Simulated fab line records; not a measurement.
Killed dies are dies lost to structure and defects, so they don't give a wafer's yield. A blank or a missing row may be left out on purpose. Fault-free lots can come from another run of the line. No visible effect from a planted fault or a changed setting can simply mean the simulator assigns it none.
Lot-split experiment | flow n5 finfet | on a route of 1938 steps: 7 lots, 21 wafers read

== ON THE SPLIT ==
At N5_SD_EPI_P_EPI_21 (deposits SiGe:B, time 355 s), the setting temp c was moved away from the recipe's 550 C on 5 of the 21 wafers read, by -0.4% to +0.7%. For the rest of the wafers, this setting stayed at what the recipe calls for.

Between the split and the reading, the file records no step.

== THE READING ==
SiGe-B_of_SD_EPI_P_EPI_21.thk nm (the simulator's own value, which no gauge read), in nm, at N5_SD_EPI_P_HM_STRIP_48 (strips SiNx in H3PO4, material SiNx, target depth 3 nm). The file gives no usual value for it. Here, 16 wafers ran the recipe; their average is 60.5 nm with a standard deviation of 0.88 nm.

wafer  | tool, chamber at the split | temp c as run, C | against the recipe | SiGe-B_of_SD_EPI_P_EPI_21.thk nm, nm | against lot-mates on the recipe
L075.3 | epi rpcvd-02, 0            | 547.6            | -0.4%              | 57.8                                 | -3.1
L075.4 | epi rpcvd-02, 0            | 550              | recipe             | 60.6                                 | -
L075.6 | epi rpcvd-02, 0            | 550              | recipe             | 61.2                                 | -
L081.2 | epi rpcvd-02, 0            | 550              | recipe             | 59.8                                 | -
L081.3 | epi rpcvd-02, 0            | 550              | recipe             | 58.4                                 | -
L081.4 | epi rpcvd-02, 0            | 550              | recipe             | 59                                   | -
L083.2 | epi rpcvd-04, 0            | 550              | recipe             | 59.8                                 | -
L083.3 | epi rpcvd-04, 0            | 553.6            | +0.7%              | 64.8                                 | +4.7
L083.5 | epi rpcvd-04, 0            | 550              | recipe             | 60.4                                 | -
L087.1 | epi rpcvd-01, 0            | 550              | recipe             | 61.4                                 | -
L087.2 | epi rpcvd-01, 0            | 550              | recipe             | 61.2                                 | -
L087.5 | epi rpcvd-01, 0            | 550              | recipe             | 61                                   | -
L089.2 | epi rpcvd-02, 0            | 548.3            | -0.3%              | 59.2                                 | -2.0
L089.3 | epi rpcvd-02, 0            | 550              | recipe             | 61.2                                 | -
L089.4 | epi rpcvd-02, 0            | 548.3            | -0.3%              | 58.6                                 | -2.6
L091.3 | epi rpcvd-04, 0            | 550              | recipe             | 60.2                                 | -
L091.5 | epi rpcvd-04, 0            | 550              | recipe             | 60.8                                 | -
L091.6 | epi rpcvd-04, 0            | 550              | recipe             | 60.4                                 | -
L097.3 | epi rpcvd-04, 0            | 550              | recipe             | 61.4                                 | -
L097.4 | epi rpcvd-04, 0            | 550              | recipe             | 61.6                                 | -
L097.5 | epi rpcvd-04, 0            | 548.3            | -0.3%              | 59.2                                 | -2.3

THE FIT
A straight line over all 21 wafers: SiGe-B_of_SD_EPI_P_EPI_21.thk nm changes by +6.01 nm for each +1% of temp c; r = +0.84; the points scatter about the line by 0.83 nm.
The same after taking each lot's own level away (the mean of its wafers on the recipe; 21 wafers): +7.24 nm for each +1%; r = +0.98; scatter 0.31 nm.
According to that fit, moving temp c by its largest amount changes the reading by 4.7 nm.
The span of the lots' own levels, 59.07 to 61.50 nm, comes to 2.8 times the standard deviation stated above.
Thus the slope moves with the lot-to-lot level: the two fits are different.
Check: with one of the wafers moved furthest among these (+0.7%) left out of the fit, the line predicts +4.78 nm for it against its lot-mates. It came out at +4.7 nm against them.

== OTHER SPLITS ON THESE WAFERS ==
Before the reading, these wafers also passed through other splits. Each is held against what the fit with the lots' levels taken away leaves over:
other split on the same wafers        | wafers away from the commonest value | r with SiGe-B_of_SD_EPI_P_EPI_21.thk nm (lot level and that fit taken away)
N5_WELL_APT_PEB_06 peb time s         | 11                                   | +0.35
N5_WELL_APT_DEVELOP_07 develop time s | 5                                    | +0.24
N5_WELL_APT_EXPOSE_22 dose mj         | 7                                    | -0.17
N5_WELL_APT_PEB_23 peb time s         | 2                                    | -0.01
N5_FIN_SAQP_ALD_61 temp c             | 10                                   | +0.44
N5_FIN_SAQP_PECVD_47 time s           | 4                                    | -0.31
N5_FIN_CUT_EXPOSE_05 dose mj          | 10                                   | +0.01
N5_DUMMY_GATE_COAT_28 spin rpm        | 6                                    | -0.36

== THE WHOLE CHAIN: every reading that the file lists as answering this split, in the file's order ==
step                    | what it does                                           | reading                                                                           | change (the file's fit)              | r (the file's)
N5_SD_EPI_P_EPI_21      | deposits SiGe:B, time 355 s                            | SiGe-B_of_SD_EPI_P_EPI_21.thk nm (the simulator's own value, which no gauge read) | +7.05 nm for each +1% of the setting | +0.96
N5_SD_EPI_P_HM_STRIP_48 | strips SiNx in H3PO4, material SiNx, target depth 3 nm | SiGe-B_of_SD_EPI_P_EPI_21.thk nm (the simulator's own value, which no gauge read) | +7.22 nm for each +1% of the setting | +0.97

== FILE'S OWN FIT ==
SiGe-B_of_SD_EPI_P_EPI_21.thk nm changes by +7.22 nm for each +1% of temp c, r = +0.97.
